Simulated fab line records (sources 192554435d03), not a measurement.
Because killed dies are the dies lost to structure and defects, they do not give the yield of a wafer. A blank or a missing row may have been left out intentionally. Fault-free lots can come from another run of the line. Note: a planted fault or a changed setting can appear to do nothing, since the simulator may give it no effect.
Problem report in the 8D (eight disciplines) form, filled by code ; flow n5Finfet ; the parts of the form that need people (team, actions taken, sign-off) are left out

1. THE PROBLEM
Mean M12_OVL at N5_BEOL_M12_OVL_MEAS_29: 64 nm over 4 wafers in 4 lots; fault-free wafers: -2 nm, standard deviation 5.6. That is +12 standard deviations from the usual mean.
The first sign was on wafer L185.5 at day 15 01:22, on overlay-02. At this step, 31 wafers from 13 lots have a number in the record. Rule for "out", or "out of limits": more than 4 standard deviations from the usual mean. The other wafers with a number count as sound.

2. WHAT IT IS, AND WHAT IT ISN'T
question;is;is not
which readings at this step;M12_OVL;-
which lots;L185, L186, L187, L188;L168, L170, L174, L175, L176, L180, L181, L183, L190
which wafers of those lots;all that have a number;-
read on which gauges;overlay-02;overlay-01
when;from day 15 01:22;"up to then (24 sound wafers); but 3 sound wafers of L190 came after"

3. THE SUSPECTS, EACH WITH WHAT RULES IT OUT
Counting: a tool stays on the suspect list if, at a process step up to the reading, it processed all lots that are out and no sound lot following the first of them.
- the gauge at N5_BEOL_M12_OVL_MEAS_29: kept. All the wafers that are out were read on overlay-02, and no step on other tools shows them out.
- krfScanner-01 at N5_BEOL_M12_EXPOSE_25 (exposes mask M12): kept. It processed each lot that is out, first L185 at day 15 01:11, and no sound lot thereafter; up to then, the last sound lot it processed was L181 at day 14 04:19.
Left after counting: krfScanner-01 at N5_BEOL_M12_EXPOSE_25, overlay-02 at N5_BEOL_M12_OVL_MEAS_29.

4. THE CAUSE (what the simulator had put in)
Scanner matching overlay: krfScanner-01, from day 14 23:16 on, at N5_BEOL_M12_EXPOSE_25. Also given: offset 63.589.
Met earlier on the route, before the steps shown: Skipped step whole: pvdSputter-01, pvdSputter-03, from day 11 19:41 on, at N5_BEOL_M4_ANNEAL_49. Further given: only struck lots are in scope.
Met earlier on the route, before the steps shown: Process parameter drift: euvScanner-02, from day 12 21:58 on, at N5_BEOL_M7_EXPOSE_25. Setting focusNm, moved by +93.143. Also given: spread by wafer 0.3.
2 suspects survive the count, and this tool is in that group.

5. THE EFFECT CHAIN, in route order
Each row: a reading where the mean over the struck wafers with a number is more than 3 standard deviations away from the usual. Only readings whose record carries a usual standard deviation are examined. hours: median over the lots of the time between each lot's start at the first step of this table that gives one and its start at this step. sigmas: the change, counted in usual standard deviations.
hours;step;reading;usual;on struck wafers;change;sigmas
0;N5_BEOL_M12_OVL_MEAS_29;M12_OVL;-2 nm;64;+66;+12

6. HOW IT WOULD HAVE BEEN CAUGHT EARLIER
2 hours passed between the start of the fault at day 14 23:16 and the first reading out of limits at a measuring or inspecting step in this record, taken at day 15 01:22.
L187, L186, L188, from the lots that are out (4), started N5_BEOL_M12_EXPOSE_25 on krfScanner-01 later than day 15 01:22. A hold on the tool at that time would have spared those 3.
